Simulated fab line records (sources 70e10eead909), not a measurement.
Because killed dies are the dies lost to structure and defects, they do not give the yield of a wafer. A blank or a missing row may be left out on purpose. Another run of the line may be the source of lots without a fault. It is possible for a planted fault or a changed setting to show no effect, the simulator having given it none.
fab line records	flow nand-harc
record: lots: 24	wafers: 72	last-day: 33
route steps=1302 shown P_GATE@122 P_CONTACT@246 P_M0@267
lots untouched by any fault: they come from a run of this same line in which no faults occurred
start-h: start of the lot's first displayed wafer, in hours after the record's first day	wait-h: hours since the lot's step before	" as in the row above	L1.1+2: a row that stands for several wafers	- no value present, or no start provided	* or withheld: withheld	< > ~ a bound
route shown NAME@n: NAME is a module with steps in the file, n the number in the route of the first one	usual: average and standard deviation across the fault-free wafers	same: alike in all rows	chamber/n: place in a boat	sites: each site's reading	_std_site: standard deviation across them	_edge_site: inner sites' mean taken away from outer sites' mean	radius-mm: how far each site lies from the wafer's centre	mask NAME#n: copy n	behind: the last tool/chamber to shape the wafer	hold: why the lot was held/for how many hours/how that ended	device: which transistor (n, p or np) failed to switch	end of line: the route-end tests of the same wafers	for a step that has no rows: nothing shown but its recipe	killed: not the wafer's yield, but the dies lost to structure and defects at the first sort	map: the dies of a wafer, with x for killed, . for not killed, _ for no die there
set.NAME: the setting as run; set.NAME@STEP: as run at that earlier step	model.NAME: the simulator's own value behind a step, which no gauge read
a sample of lots followed through the steps of the route, with each step as a table and each wafer as a row
services: when a tool's chamber went out of use (start-h, in hours from the record's first day, below 0 if earlier), for how many hours, and the reason
== steps ==
step: NHARC_P_GATE_CD_MEAS_11
recipe: target-cd-nm: 1640	landing-energy-ev: 500
usual: cd-nm: 1640.0/1.3
same: landing-energy-ev: 500
lot.wafer	tool	chamber	start-h	wait-h	cd-nm
L074.1	cd-sem-01	0	84.29	-	1639.4
L074.3	"	0	"	"	1639.6
L074.6	"	0	"	"	1640.1
L076.2	cd-sem-02	0	97.98	-	1640.3
L076.3	"	0	"	"	1641.5
L076.4	"	0	"	"	1638.8
L075.3	cd-sem-03	0	98.02	-	1641.7
L075.5	"	0	"	"	1642.1
L075.6	"	0	"	"	1641.8
L077.3	cd-sem-02	0	111.42	-	1641.7
L077.4	"	0	"	"	1642.1
L077.5	"	0	"	"	1641.6
L078.2	cd-sem-02	0	118.95	-	1640.5
L078.3	"	0	"	"	1638.9
L078.6	"	0	"	"	1637.9
L079.1	cd-sem-03	0	133.55	-	1639.5
L079.2	"	0	"	"	1639.7
L079.6	"	0	"	"	1639.0
L080.1	cd-sem-01	0	146.24	-	1639.1
L080.4	"	0	"	"	1638.9
L080.5	"	0	"	"	1637.6
L081.1	cd-sem-02	0	150.03	-	1640.2
L081.4	"	0	"	"	1640.2
L081.6	"	0	"	"	1641.2
L082.2	cd-sem-01	0	162.15	-	1639.8
L082.5	"	0	"	"	1637.2
L082.6	"	0	"	"	1638.5
L083.2	cd-sem-01	0	173.86	-	1639.6
L083.4	"	0	"	"	1640.4
L083.6	"	0	"	"	1639.8
L084.3	cd-sem-03	0	184.47	-	1641.0
L084.4	"	0	"	"	1643.4
L084.5	"	0	"	"	1639.9
L085.1	cd-sem-01	0	189.73	-	1641.7
L085.4	"	0	"	"	1640.3
L085.5	"	0	"	"	1641.5
L086.2	cd-sem-03	0	207.10	-	1639.3
L086.3	"	0	"	"	1639.3
L086.4	"	0	"	"	1639.8
L087.2	cd-sem-03	0	210.72	-	1639.1
L087.3	"	0	"	"	1640.8
L087.4	"	0	"	"	1642.2
L088.3	cd-sem-02	0	229.20	-	1640.8
L088.4	"	0	"	"	1639.7
L088.6	"	0	"	"	1638.5
L089.4	cd-sem-01	0	229.23	-	1639.6
L089.5	"	0	"	"	1640.4
L089.6	"	0	"	"	1641.4
L090.1	cd-sem-01	0	249.13	-	1639.6
L090.4	"	0	"	"	1638.8
L090.6	"	0	"	"	1639.5
L091.2	cd-sem-02	0	249.29	-	1640.6
L091.3	"	0	"	"	1640.7
L091.5	"	0	"	"	1639.7
L092.3	cd-sem-02	0	262.25	-	1638.5
L092.4	"	0	"	"	1640.3
L092.5	"	0	"	"	1639.7
L093.1	cd-sem-03	0	270.30	-	1639.3
L093.2	"	0	"	"	1639.8
L093.3	"	0	"	"	1641.1
L094.2	cd-sem-01	0	289.01	-	1641.7
L094.3	"	0	"	"	1641.4
L094.5	"	0	"	"	1642.5
L095.3	cd-sem-02	0	294.06	-	1639.4
L095.5	"	0	"	"	1638.8
L095.6	"	0	"	"	1640.3
L096.2	cd-sem-03	0	302.57	-	1639.7
L096.3	"	0	"	"	1640.9
L096.6	"	0	"	"	1641.6
L097.3	cd-sem-03	0	308.83	-	1638.3
L097.5	"	0	"	"	1638.7
L097.6	"	0	"	"	1638.3
step: NHARC_P_GATE_RTA_64
recipe: temp-c: 1050	time-s: 1
usual: anneal-temp-c-max: 1055.7/2.2	lamp-power-pct: 36.8/0.66	lamp_zone_5_pct: 36.8/0.66	wafer_temp_C_max: 1054.3/1.3
lot.wafer	tool	chamber	start-h	wait-h	anneal-temp-c-max	lamp-power-pct	lamp_zone_5_pct	wafer_temp_C_max
L074.1	rtp-anneal-01	0	115.41	-	1058.0	36.1	36.1	1054.7
L074.3	"	0	"	"	1058.3	36.1	36.1	1053.7
L074.6	"	0	"	"	1057.0	36.1	36.1	1053.3
L076.2	rtp-anneal-02	0	134.82	-	1054.4	37.5	37.4	1057.5
L076.3	"	0	"	"	1055.4	37.4	37.5	1055.7
L076.4	"	0	"	"	1055.7	37.4	37.4	1056.9
L075.3	rtp-anneal-01	0	135.36	-	1059.6	36.1	36.1	1052.9
L075.5	"	0	"	"	1056.0	36.1	36.1	1053.1
L075.6	"	0	"	"	1058.9	36.2	36.1	1054.2
L077.3	rtp-anneal-01	0	147.58	-	1057.4	36.1	36.1	1053.3
L077.4	"	0	"	"	1058.3	36.1	36.1	1053.4
L077.5	"	0	"	"	1056.4	36.1	36.1	1055.5
L078.2	rtp-anneal-02	0	152.78	-	1053.5	37.4	37.4	1054.1
L078.3	"	0	"	"	1054.1	37.4	37.4	1055.2
L078.6	"	0	"	"	1051.9	37.4	37.4	1056.3
L079.1	rtp-anneal-01	0	168.84	-	1060.1	36.2	36.1	1053.2
L079.2	"	0	"	"	1059.6	36.1	36.1	1052.4
L079.6	"	0	"	"	1058.0	36.2	36.1	1053.7
L080.1	rtp-anneal-01	0	178.45	-	1061.2	36.1	36.0	1052.4
L080.4	"	0	"	"	1057.5	36.1	36.1	1053.5
L080.5	"	0	"	"	1056.7	36.1	36.1	1052.4
L081.1	rtp-anneal-01	0	184.25	-	1057.3	36.1	36.1	1054.2
L081.4	"	0	"	"	1059.2	36.1	36.1	1053.4
L081.6	"	0	"	"	1056.9	36.1	36.1	1053.4
L082.2	rtp-anneal-02	0	196.49	-	1054.0	37.4	37.5	1054.4
L082.5	"	0	"	"	1054.8	37.4	37.4	1055.2
L082.6	"	0	"	"	1053.5	37.4	37.4	1053.1
L083.2	rtp-anneal-02	0	207.62	-	1054.0	37.5	37.5	1055.7
L083.4	"	0	"	"	1054.7	37.4	37.4	1055.5
L083.6	"	0	"	"	1053.8	37.4	37.5	1055.9
L084.3	rtp-anneal-01	0	223.10	-	1058.8	36.1	36.1	1052.3
L084.4	"	0	"	"	1062.1	36.1	36.2	1053.6
L084.5	"	0	"	"	1060.8	36.1	36.1	1053.6
L085.1	rtp-anneal-02	0	223.65	-	1054.5	37.4	37.4	1054.4
L085.4	"	0	"	"	1053.1	37.5	37.5	1054.2
L085.5	"	0	"	"	1053.7	37.5	37.5	1054.7
L086.2	rtp-anneal-02	0	238.39	-	1054.0	37.3	37.3	1054.9
L086.3	"	0	"	"	1054.0	37.4	37.4	1057.1
L086.4	"	0	"	"	1054.3	37.4	37.4	1054.9
L087.2	rtp-anneal-02	0	244.88	-	1053.6	37.4	37.3	1054.1
L087.3	"	0	"	"	1053.9	37.4	37.4	1053.9
L087.4	"	0	"	"	1053.8	37.4	37.5	1054.6
L088.3	rtp-anneal-01	0	262.86	-	1058.1	36.1	36.0	1052.0
L088.4	"	0	"	"	1057.4	36.1	36.1	1052.7
L088.6	"	0	"	"	1056.8	36.1	36.1	1052.7
L089.4	rtp-anneal-02	0	263.59	-	1052.1	37.5	37.4	1054.7
L089.5	"	0	"	"	1053.3	37.5	37.5	1054.0
L089.6	"	0	"	"	1053.1	37.4	37.5	1053.7
L091.2	rtp-anneal-02	0	280.24	-	1053.5	37.5	37.4	1054.1
L091.3	"	0	"	"	1052.7	37.4	37.4	1053.5
L091.5	"	0	"	"	1053.7	37.4	37.5	1053.8
L090.1	rtp-anneal-01	0	280.59	-	1057.7	36.1	36.0	1053.5
L090.4	"	0	"	"	1059.1	36.1	36.1	1053.4
L090.6	"	0	"	"	1057.7	36.2	36.1	1052.3
L092.3	rtp-anneal-02	0	294.22	-	1054.7	37.4	37.4	1055.4
L092.4	"	0	"	"	1054.9	37.4	37.4	1054.7
L092.5	"	0	"	"	1054.7	37.4	37.4	1057.1
L093.1	rtp-anneal-01	0	301.85	-	1058.1	36.0	36.1	1055.7
L093.2	"	0	"	"	1056.6	36.1	36.1	1052.8
L093.3	"	0	"	"	1058.4	36.0	36.1	1053.1
L094.2	rtp-anneal-02	0	324.81	-	1053.4	37.4	37.4	1054.8
L094.3	"	0	"	"	1053.6	37.4	37.3	1054.9
L094.5	"	0	"	"	1054.4	37.4	37.4	1054.2
L095.3	rtp-anneal-02	0	333.47	-	1052.2	37.5	37.4	1056.0
L095.5	"	0	"	"	1054.1	37.4	37.4	1055.2
L095.6	"	0	"	"	1054.3	37.4	37.3	1056.4
L096.2	rtp-anneal-02	0	338.38	-	1053.9	37.4	37.4	1055.4
L096.3	"	0	"	"	1053.6	37.4	37.4	1054.9
L096.6	"	0	"	"	1054.0	37.3	37.5	1054.8
L097.3	rtp-anneal-01	0	344.69	-	1058.8	36.0	36.0	1055.0
L097.5	"	0	"	"	1057.1	36.0	36.0	1053.0
L097.6	"	0	"	"	1056.1	36.0	36.0	1052.9
step: NHARC_P_CONTACT_PVD_32
recipe: target-thk-a: 50	chamber-pressure-pa: 5	power-w: 5000	substrate-temp-c: 200	time-s: 17.7	material: Ti
usual: throttle-valve-pct: 29.8/0.9
lot.wafer	tool	chamber	start-h	wait-h	throttle-valve-pct
L074.3	pvd-sputter-03	-	-	-	29.4
L074.1	"	-	"	"	31.4
L074.6	"	-	"	"	31.6
L076.2	pvd-sputter-03	-	-	-	29.2
L076.4	"	-	"	"	29.5
L076.3	"	-	"	"	31.4
L075.3	pvd-sputter-03	-	-	-	31.3
L075.6	"	-	"	"	29.3
L075.5	"	-	"	"	29.0
L077.4	pvd-sputter-02	-	-	-	28.2
L077.3	"	-	"	"	30.7
L077.5	"	-	"	"	28.5
L078.3	pvd-sputter-01	-	-	-	29.0
L078.2	"	-	"	"	30.9
L078.6	"	-	"	"	30.0
L079.2	pvd-sputter-02	-	-	-	30.1
L079.1	"	-	"	"	31.0
L079.6	"	-	"	"	30.1
L080.1	pvd-sputter-01	-	-	-	30.8
L080.4	"	-	"	"	27.9
L080.5	"	-	"	"	29.1
L081.4	pvd-sputter-01	-	-	-	30.9
L081.1	"	-	"	"	30.3
L081.6	"	-	"	"	30.7
L082.2	pvd-sputter-02	-	-	-	28.2
L082.5	"	-	"	"	30.9
L082.6	"	-	"	"	29.7
L083.2	pvd-sputter-02	-	-	-	31.2
L083.4	"	-	"	"	29.8
L083.6	"	-	"	"	30.7
L084.4	pvd-sputter-03	-	-	-	29.6
L084.3	"	-	"	"	28.7
L084.5	"	-	"	"	29.6
L085.1	pvd-sputter-02	-	-	-	30.3
L085.4	"	-	"	"	31.1
L085.5	"	-	"	"	30.0
L086.4	pvd-sputter-01	-	-	-	29.4
L086.2	"	-	"	"	28.6
L086.3	"	-	"	"	30.2
L087.3	pvd-sputter-02	-	-	-	28.3
L087.4	"	-	"	"	29.9
L087.2	"	-	"	"	30.2
L088.3	pvd-sputter-02	-	-	-	30.2
L088.4	"	-	"	"	30.1
L088.6	"	-	"	"	30.8
L089.4	pvd-sputter-03	-	-	-	28.5
L089.6	"	-	"	"	28.5
L089.5	"	-	"	"	29.9
L091.3	pvd-sputter-01	-	-	-	30.3
L091.2	"	-	"	"	29.6
L091.5	"	-	"	"	29.6
L090.1	pvd-sputter-02	-	-	-	29.7
L090.4	"	-	"	"	28.2
L090.6	"	-	"	"	30.9
L092.3	pvd-sputter-01	-	-	-	30.3
L092.4	"	-	"	"	29.7
L092.5	"	-	"	"	28.4
L093.3	pvd-sputter-03	-	-	-	31.2
L093.2	"	-	"	"	28.5
L093.1	"	-	"	"	29.8
L094.2	pvd-sputter-02	-	-	-	29.2
L094.3	"	-	"	"	29.9
L094.5	"	-	"	"	29.7
L095.3	pvd-sputter-02	-	-	-	30.4
L095.6	"	-	"	"	29.0
L095.5	"	-	"	"	30.0
L096.3	pvd-sputter-02	-	-	-	30.5
L096.2	"	-	"	"	28.9
L096.6	"	-	"	"	29.9
L097.3	pvd-sputter-01	-	-	-	30.0
L097.5	"	-	"	"	28.5
L097.6	"	-	"	"	30.0
step: NHARC_P_CONTACT_CVD_23
recipe: target-thk-a: 2000	temp-c: 300	pressure-torr: 40	wf6-flow-sccm: 40	h2-flow-sccm: 1600	ar-flow-sccm: 1560	time-s: 557	material: W
usual: heater-power-w: 511/38	throttle-valve-pct: 7.8/0.37
lot.wafer	tool	chamber	start-h	wait-h	heater-power-w	since-wet-clean-h	throttle-valve-pct
L074.1	cvd-w-02	1	-	-	478	20	8.1
L074.3	"	1	"	"	487	-	8.1
L074.6	"	1	"	"	484	-	7.9
L076.2	cvd-w-01	1	-	-	458	123	7.4
L076.4	"	1	"	"	470	-	7.8
L076.3	"	0	"	"	568	-	7.7
L075.3	cvd-w-02	1	-	-	488	-	8.1
L075.6	"	1	"	"	479	-	7.8
L075.5	"	0	"	"	519	-	8.0
L077.3	cvd-w-01	0	-	-	564	-	7.5
L077.4	"	1	"	"	471	-	7.8
L077.5	"	1	"	"	475	-	7.3
L078.2	cvd-w-02	1	-	-	467	57	8.3
L078.3	"	1	"	"	482	-	7.9
L078.6	"	1	"	"	464	-	8.3
L079.1	cvd-w-02	0	-	-	533	73	8.2
L079.2	"	1	"	"	475	73	8.1
L079.6	"	0	"	"	524	-	8.6
L080.1	cvd-w-01	0	-	-	576	167	7.8
L080.4	"	0	"	"	577	-	7.5
L080.5	"	0	"	"	576	-	7.6
L081.1	cvd-w-02	1	-	-	483	88	8.2
L081.4	"	1	"	"	476	-	8.2
L081.6	"	1	"	"	479	-	7.9
L082.2	cvd-w-01	0	-	-	562	4	7.6
L082.6	"	1	"	"	486	-	7.8
L082.5	"	0	"	"	564	-	7.3
L083.2	cvd-w-01	0	-	-	536	15	7.5
L083.4	"	1	"	"	477	-	7.5
L083.6	"	0	"	"	563	-	7.6
L084.3	cvd-w-02	0	-	-	520	-	8.2
L084.4	"	1	"	"	484	-	7.9
L084.5	"	1	"	"	475	-	8.2
L085.1	cvd-w-01	0	-	-	547	31	7.6
L085.4	"	0	"	"	535	-	7.9
L085.5	"	0	"	"	539	-	7.5
L086.2	cvd-w-01	0	-	-	547	46	7.1
L086.3	"	1	"	"	473	-	7.4
L086.4	"	0	"	"	575	-	7.2
L087.2	cvd-w-01	0	-	-	552	52	7.4
L087.4	"	0	"	"	556	-	7.5
L087.3	"	1	"	"	463	-	7.4
L088.3	cvd-w-02	1	-	-	490	-	8.4
L088.4	"	0	"	"	543	-	8.3
L088.6	"	0	"	"	541	-	8.3
L089.4	cvd-w-01	0	-	-	554	-	7.6
L089.5	"	0	"	"	549	-	7.5
L089.6	"	1	"	"	479	-	7.6
L091.2	cvd-w-02	0	-	-	534	4	8.4
L091.3	"	0	"	"	537	-	8.2
L091.5	"	0	"	"	532	-	8.3
L090.1	cvd-w-01	0	-	-	567	88	7.5
L090.4	"	1	"	"	477	-	7.6
L090.6	"	1	"	"	467	-	7.9
L092.4	cvd-w-01	1	-	-	484	-	7.8
L092.3	"	0	"	"	560	-	7.5
L092.5	"	1	"	"	490	-	7.7
L093.2	cvd-w-02	0	-	-	537	25	8.0
L093.1	"	1	"	"	471	25	8.1
L093.3	"	0	"	"	516	-	8.2
L094.2	cvd-w-01	1	-	-	482	132	7.8
L094.3	"	1	"	"	496	-	7.6
L094.5	"	1	"	"	468	-	7.5
L095.3	cvd-w-02	0	-	-	514	-	8.6
L095.6	"	1	"	"	468	-	8.0
L095.5	"	0	"	"	529	-	8.3
L096.2	cvd-w-02	0	-	-	540	62	8.1
L096.3	"	1	"	"	475	-	8.0
L096.6	"	0	"	"	528	-	8.3
L097.3	cvd-w-01	1	-	-	493	-	7.8
L097.5	"	1	"	"	482	-	7.4
L097.6	"	1	"	"	485	-	7.6
step: NHARC_P_M0_ETCH_34
recipe: target-depth-a: 400	overetch-a: 120	time-s: 43.94	ion-energy-ev: 200	n2-flow-sccm: 150	h2-flow-sccm: 150	ar-flow-sccm: 0	rf-w: 400	bias-w: 150	chemistry: N2/H2
usual: drypump-motor-current-A: 5.9/0.37	oes-product-au: 0.998/0.0067	rf-fwd-power-W: 395.7/2.2	rf-vpp-V: 429.5/2.9	showerhead-plenum-p-Torr: 2.00/0.1	throttle-valve-pct: 14.171/0.0092
lot.wafer	tool	chamber	start-h	wait-h	drypump-motor-current-A	oes-product-au	rf-fwd-power-W	rf-hours-counter-h	rf-vpp-V	showerhead-plenum-p-Torr	throttle-valve-pct
L074.1	rie-diel-09	1	123.01	0.1	5.6	0.995	397.4	25	433.3	2.17	14.166
L074.3	"	2	"	"	6.3	1.008	393.0	25	433.2	2.09	14.158
L074.6	"	0	"	"	6.4	1.003	395.0	-	429.3	1.95	14.169
L076.2	rie-diel-09	3	142.06	0.1	5.7	1.003	395.7	30	426.1	1.90	14.174
L076.4	"	1	"	"	5.6	1.000	400.9	29	434.6	2.17	14.171
L076.3	"	2	"	"	6.3	1.005	394.3	29	431.2	2.09	14.169
L075.3	rie-diel-09	1	142.57	0.1	5.6	1.003	397.9	29	433.9	2.17	14.154
L075.6	"	3	"	"	5.7	0.997	397.3	-	427.4	1.90	14.175
L075.5	"	0	"	"	6.4	0.983	397.5	-	428.8	1.95	14.183
L077.4	rie-diel-09	2	154.72	0.1	6.3	0.998	392.3	0	431.8	2.09	14.150
L077.3	"	3	"	"	5.7	1.008	396.0	0	426.6	1.90	14.178
L077.5	"	3	"	"	5.7	1.002	396.7	-	426.2	1.90	14.161
L078.2	rie-diel-09	1	159.99	0.1	5.6	1.005	396.2	1	433.1	2.17	14.172
L078.3	"	3	"	"	5.7	0.993	397.4	1	426.9	1.90	14.172
L078.6	"	2	"	"	6.3	1.001	393.9	-	432.3	2.09	14.168
L079.2	rie-diel-09	1	176.12	0.1	5.6	1.010	397.5	5	432.7	2.17	14.158
L079.1	"	0	"	"	6.4	0.993	397.9	5	427.4	1.95	14.171
L079.6	"	2	"	"	6.3	0.994	392.9	-	431.8	2.09	14.164
L080.4	rie-diel-07	3	186.65	0.3	5.5	0.994	393.2	20	431.7	2.06	14.162
L080.1	"	0	"	"	5.5	0.991	396.0	20	428.3	1.90	14.159
L080.5	"	3	"	"	5.5	0.980	395.2	-	431.3	2.06	14.177
L081.4	rie-diel-04	1	191.45	0.1	5.8	0.997	396.4	1	426.4	1.89	14.167
L081.1	"	2	"	"	5.6	0.996	394.6	1	432.1	2.07	14.175
L081.6	"	2	"	"	5.7	0.996	393.4	-	431.6	2.07	14.166
L082.2	rie-diel-04	1	204.02	0.1	5.7	0.997	391.6	9	425.7	1.89	14.161
L082.6	"	1	"	"	5.7	0.996	395.0	-	426.4	1.89	14.174
L082.5	"	0	"	"	5.6	1.008	396.4	-	427.6	1.91	14.161
L083.2	rie-diel-09	3	214.93	0.1	5.7	0.997	397.5	10	426.5	1.90	14.152
L083.4	"	2	"	"	6.3	0.997	394.1	11	431.5	2.09	14.160
L083.6	"	3	"	"	5.7	0.994	398.5	-	427.1	1.90	14.174
L084.4	rie-diel-09	2	230.10	0.1	6.3	0.996	394.9	15	431.6	2.08	14.165
L084.3	"	3	"	"	5.6	0.999	399.6	15	426.8	1.90	14.179
L084.5	"	2	"	"	6.3	0.992	392.6	-	432.2	2.08	14.165
L085.4	rie-diel-09	0	231.09	0.1	6.4	0.989	396.9	16	427.7	1.94	14.165
L085.1	"	2	"	"	6.3	1.006	394.5	15	432.1	2.08	14.162
L085.5	"	1	"	"	5.6	1.001	397.6	-	433.5	2.16	14.182
L086.3	rie-diel-04	1	245.97	0.1	5.8	0.990	395.6	22	427.0	1.89	14.161
L086.2	"	2	"	"	5.7	0.980	395.9	20	429.1	2.06	14.169
L086.4	"	3	"	"	6.3	0.986	394.0	21	431.3	2.04	14.170
L087.2	rie-diel-09	3	252.21	0.1	5.7	1.004	397.2	19	428.0	1.90	14.170
L087.3	"	1	"	"	5.6	1.001	396.1	19	434.5	2.16	14.178
L087.4	"	2	"	"	6.3	1.000	392.2	18	431.2	2.08	14.169
L088.4	rie-diel-09	3	269.90	0.1	5.7	0.994	395.7	22	426.0	1.89	14.167
L088.3	"	1	"	"	5.6	0.988	396.5	23	434.3	2.16	14.178
L088.6	"	3	"	"	5.7	0.993	396.5	-	427.0	1.89	14.176
L089.4	rie-diel-09	2	270.90	0.1	6.4	0.998	392.4	22	431.3	2.08	14.170
L089.5	"	1	"	"	5.6	0.991	399.2	-	433.5	2.16	14.186
L089.6	"	2	"	"	6.4	0.999	391.9	-	431.7	2.08	14.172
L091.2	rie-diel-09	3	287.46	0.1	5.7	1.002	397.8	23	427.2	1.89	14.166
L091.3	"	1	"	"	5.6	0.999	398.5	24	431.4	2.16	14.190
L091.5	"	3	"	"	5.7	1.000	398.1	-	427.8	1.89	14.178
L090.4	rie-diel-09	0	288.08	0.1	6.4	1.003	394.9	23	427.0	1.94	14.159
L090.1	"	1	"	"	5.6	0.999	397.4	24	434.1	2.16	14.156
L090.6	"	3	"	"	5.7	0.998	397.8	-	427.9	1.89	14.171
L092.3	rie-diel-09	3	301.64	0.1	5.7	0.989	395.8	25	427.5	1.89	14.171
L092.4	"	2	"	"	6.3	1.003	392.7	25	432.7	2.08	14.182
L092.5	"	3	"	"	5.7	1.003	395.7	-	426.3	1.89	14.187
L093.2	rie-diel-09	3	309.04	0.1	5.7	0.995	397.6	26	426.0	1.89	14.166
L093.1	"	1	"	"	5.6	0.998	400.1	25	435.4	2.16	14.174
L093.3	"	2	"	"	6.3	0.996	392.0	26	431.8	2.08	14.178
L094.2	rie-diel-07	0	332.20	0.1	5.4	0.991	395.1	8	426.0	1.89	14.171
L094.3	"	1	"	"	5.7	0.991	396.8	7	429.8	1.99	14.173
L094.5	"	2	"	"	5.4	0.994	396.3	-	429.1	1.94	14.179
L095.3	rie-diel-09	1	340.86	0.1	5.6	1.005	398.0	2	433.9	2.16	14.167
L095.6	"	1	"	"	5.6	1.014	396.4	-	434.7	2.16	14.177
L095.5	"	2	"	"	6.3	1.005	393.9	-	432.7	2.08	14.182
L096.2	rie-diel-07	0	345.70	0.1	5.4	1.005	395.2	11	425.0	1.89	14.164
L096.3	"	2	"	"	5.4	0.999	396.1	11	425.8	1.94	14.186
L096.6	"	0	"	"	5.4	1.005	396.3	-	428.4	1.89	14.149
L097.3	rie-diel-09	0	352.45	0.1	6.4	1.004	393.2	3	429.0	1.94	14.168
L097.6	"	0	"	"	6.4	0.994	394.1	-	427.5	1.94	14.183
L097.5	"	1	"	"	5.6	0.995	395.8	-	433.5	2.16	14.179
step: NHARC_P_M0_PRE_CLEAN_31
recipe: time-s: 12	temp-c: 370	rf-power-w: 300	gas: NH3
usual: heater-power-w: 600/53	rf-fwd-power-W: 292.4/0.84
lot.wafer	tool	chamber	start-h	wait-h	heater-power-w	rf-fwd-power-W	since-wet-clean-h
L074.3	pecvd-03	1	125.58	0.1	613	292.6	108
L074.1	"	2	"	"	598	292.7	108
L074.6	"	1	"	"	605	292.3	-
L076.2	pecvd-03	0	144.53	0.1	566	292.4	127
L076.3	"	1	"	"	597	293.7	127
L076.4	"	2	"	"	550	293.6	-
L075.3	pecvd-04	2	145.19	0.2	687	291.5	44
L075.6	"	1	"	"	645	292.0	-
L075.5	"	2	"	"	668	292.6	-
L077.3	pecvd-04	1	157.19	0.1	727	292.5	56
L077.4	"	0	"	"	627	292.2	-
L077.5	"	1	"	"	700	291.6	-
L078.2	pecvd-01	1	162.49	0.1	550	292.2	19
L078.3	"	2	"	"	561	291.3	19
L078.6	"	2	"	"	565	292.8	-
L079.1	pecvd-03	1	178.58	0.1	591	292.2	161
L079.2	"	2	"	"	605	292.4	161
L079.6	"	0	"	"	540	292.3	-
L080.1	pecvd-04	2	189.15	0.1	685	291.7	88
L080.4	"	1	"	"	620	292.0	-
L080.5	"	0	"	"	549	291.3	-
L081.1	pecvd-01	0	193.90	0.1	637	292.4	51
L081.4	"	1	"	"	566	291.7	-
L081.6	"	2	"	"	594	293.0	-
L082.2	pecvd-03	0	206.52	0.1	530	292.7	8
L082.6	"	2	"	"	619	292.7	-
L082.5	"	0	"	"	530	293.1	-
L083.2	pecvd-03	0	217.40	0.1	554	294.4	19
L083.6	"	2	"	"	554	292.7	-
L083.4	"	0	"	"	587	292.0	-
L084.3	pecvd-03	0	232.64	0.1	536	291.2	34
L084.5	"	0	"	"	551	292.0	-
L084.4	"	1	"	"	612	292.8	-
L085.1	pecvd-03	0	233.61	0.1	579	289.6	35
L085.4	"	0	"	"	585	290.4	-
L085.5	"	2	"	"	547	292.4	-
L086.2	pecvd-03	1	248.53	0.1	642	293.9	50
L086.3	"	2	"	"	611	291.9	50
L086.4	"	2	"	"	608	293.1	-
L087.2	pecvd-03	1	254.84	0.1	640	293.9	57
L087.3	"	2	"	"	540	293.3	57
L087.4	"	2	"	"	539	292.1	-
L088.3	pecvd-03	0	272.38	0.1	544	292.4	74
L088.6	"	1	"	"	654	292.9	-
L088.4	"	0	"	"	532	292.3	-
L089.6	pecvd-01	0	273.41	0.1	696	292.9	-
L089.4	"	1	"	"	557	290.7	-
L089.5	"	2	"	"	603	292.7	-
L091.3	pecvd-04	2	289.95	0.1	644	293.1	7
L091.2	"	0	"	"	540	293.2	7
L091.5	"	0	"	"	536	292.1	-
L090.1	pecvd-03	2	290.54	0.1	596	293.1	92
L090.6	"	1	"	"	672	293.5	-
L090.4	"	2	"	"	600	292.7	-
L092.3	pecvd-04	2	304.10	0.1	698	292.2	22
L092.4	"	1	"	"	710	292.2	-
L092.5	"	0	"	"	575	292.6	-
L093.1	pecvd-04	0	311.50	0.1	547	293.6	29
L093.2	"	1	"	"	706	292.2	29
L093.3	"	2	"	"	661	291.9	29
L094.3	pecvd-03	2	334.69	0.1	584	291.4	136
L094.2	"	0	"	"	554	291.8	136
L094.5	"	1	"	"	656	291.7	-
L095.3	pecvd-03	1	343.80	0.1	572	292.0	146
L095.6	"	0	"	"	521	292.0	-
L095.5	"	2	"	"	564	292.1	-
L096.3	pecvd-03	0	348.54	0.1	586	291.4	150
L096.2	"	1	"	"	546	291.2	150
L096.6	"	0	"	"	582	291.8	-
L097.3	pecvd-03	0	354.91	0.1	543	292.3	157
L097.6	"	0	"	"	526	291.7	-
L097.5	"	1	"	"	633	291.4	-
== services ==
tool	chamber	start-h	hours	kind
pvd-sputter-02	-	92.98	1.8	repair
pvd-sputter-02	-	111.35	10.0	pm
rie-diel-09	-	143.42	9.0	pm
pvd-sputter-02	-	155.32	0.9	repair
pvd-sputter-03	-	156.91	4.6	repair
pvd-sputter-02	-	161.48	2.3	repair
pvd-sputter-03	-	170.01	10.0	pm
cvd-w-01	1	180.29	10.8	repair
cvd-w-01	-	185.00	13.0	pm
pecvd-03	-	185.25	13.0	pm
pvd-sputter-02	-	215.15	4.0	repair
pvd-sputter-01	-	226.00	10.0	pm
pecvd-04	0	228.27	3.9	repair
pvd-sputter-03	-	231.56	1.0	repair
rie-diel-09	0	232.05	6.8	repair
cvd-w-02	-	269.00	13.0	pm
pecvd-04	-	269.51	13.0	pm
pvd-sputter-02	-	289.35	10.0	pm
rie-diel-09	1	290.08	6.1	repair
pecvd-04	-	294.63	0.5	repair
pvd-sputter-03	-	298.60	0.5	repair
pvd-sputter-02	-	311.29	4.4	repair
rie-diel-09	-	320.42	9.0	pm
cvd-w-01	0	346.12	8.0	repair
== key ==
fault none
